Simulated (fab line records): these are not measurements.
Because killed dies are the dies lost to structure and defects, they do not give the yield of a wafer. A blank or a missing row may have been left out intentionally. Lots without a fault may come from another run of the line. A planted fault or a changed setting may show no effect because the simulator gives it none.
Struck lot and sound lot, side by side :: flow nand_harc :: 20 out of 1302 route steps
Sound: wafers L803.1, L803.2, L803.6. Wafers struck: L807.1, L807.5, L807.6. The cause is named last.
For every step that has rows: the tool of each side, followed by ch and its chambers, followed by its first start. Under that, the readings that differ: sound wafers :: struck wafers :: difference of the means :: sigmas: that difference in standard deviations of wafers without a fault.
alike: readings whose means differ by less than 2 such deviations, and words and numbers that are the same on both sides. not compared: withheld readings, readings that some wafer has no value for, bounds like >300 that may hide the same value, and numbers for which the record gives no deviation and whose values overlap.
A row with sigmas, a row that says differs or no value, or rows on one side alone: a step with any of these is where the two part. Numbers that don't overlap but have no deviation are shown without sigmas and don't part them. Lack of a reading on every wafer of one side parts them only where that side has two or more wafers.

NHARC_P_ZERO_WELL_CD_MEAS_37: target cd 720 nm.
  sound on cd_sem-02 ch 0, day 3 06:09; struck on cd_sem-01 ch 0, day 4 22:08
  alike: cd_nm
then, 1 step without rows for these wafers: NHARC_P_ZERO_WELL_HARDBAKE_38 (time 80 s).
NHARC_P_ZERO_WELL_DESCUM_39: chemistry O2, time 3 s.
  sound on rie_diel-04 ch 1,3, day 3 06:19; struck on rie_diel-04 ch 0,1,2, day 4 22:20
  alike: drypump_motor_current_A, oes_product_au, rf_vpp_V, showerhead_plenum_p_Torr, throttle_valve_pct
  not compared: rf_hours_counter_h
then, 9 steps without rows for these wafers: NHARC_P_ZERO_WELL_IMPLANT_40; NHARC_P_ZERO_WELL_IMPLANT_59; NHARC_P_ZERO_WELL_IMPLANT_60; NHARC_P_ZERO_WELL_STRIP_41 (strips in SPM, time 840 s); NHARC_P_ZERO_WELL_DEHYDRATE_44 (time 120 s); NHARC_P_ZERO_WELL_HMDS_45 (time 30 s); NHARC_P_ZERO_WELL_COAT_46; NHARC_P_ZERO_WELL_SOFTBAKE_47 (time 95 s); NHARC_P_ZERO_WELL_EBR_48.
NHARC_P_ZERO_WELL_EXPOSE_49: exposes mask P HVPW, target cd 2000 nm.
  sound on krf_scanner-02 ch 0, day 3 07:38; struck on krf_scanner-01 ch 0, day 4 23:37
reading: mask
sound: P_HVPW#0 P_HVPW#0 P_HVPW#0
struck: P_HVPW_R1#0 P_HVPW_R1#0 P_HVPW_R1#0
difference: differs
sigmas: 
then, 2 steps without rows for these wafers: NHARC_P_ZERO_WELL_PEB_50 (peb time 85 s); NHARC_P_ZERO_WELL_DEVELOP_51 (time 70 s).
NHARC_P_ZERO_WELL_CD_MEAS_52: target cd 2000 nm.
  sound on cd_sem-01 ch 0, day 3 07:47; struck on cd_sem-03 ch 0, day 4 23:46
reading: cd_nm (nm)
sound: 1999.8 1999.5 1999.5
struck: 1899.7 1898.4 1899.2
difference: -100.5
sigmas: -77
then, 1 step without rows for these wafers: NHARC_P_ZERO_WELL_HARDBAKE_53 (time 80 s).
NHARC_P_ZERO_WELL_DESCUM_54: chemistry O2, time 3 s.
  sound on rie_diel-10 ch 0,1,2, day 3 07:58; struck on rie_diel-03 ch 1,2, day 4 23:58
reading: model.P_ZERO_WELL.cd_nm (nm)
sound: 1999 1999 1999
struck: 1900 1899 1899
difference: -100
sigmas: 
  alike: drypump_motor_current_A, oes_product_au, rf_vpp_V, showerhead_plenum_p_Torr, throttle_valve_pct
  not compared: rf_hours_counter_h
then, 1 step without rows for these wafers: NHARC_P_ZERO_WELL_IMPLANT_55.
-- the record jumps here: 26 days lie between the struck wafers' starts before and after (it left off in module P_ZERO_WELL and takes up again in module END, whose first step shown is number 1302 of the route) --
NHARC_END_SORT_01:
  sound on prober-01 ch 0, day 25 16:19; struck on prober-02 ch 0, day 31 09:06
  alike: killed_at_array, killed_at_other, killed_at_periphery, killed_dies, killed_open, killed_short

## WHERE THEY PART
Last at NHARC_P_ZERO_WELL_CD_MEAS_52 as far as this record goes, first at NHARC_P_ZERO_WELL_EXPOSE_49. Later steps at which nothing parts them and some readings are alike: NHARC_P_ZERO_WELL_DESCUM_54, NHARC_END_SORT_01.

WHY: what had been put in by the simulator
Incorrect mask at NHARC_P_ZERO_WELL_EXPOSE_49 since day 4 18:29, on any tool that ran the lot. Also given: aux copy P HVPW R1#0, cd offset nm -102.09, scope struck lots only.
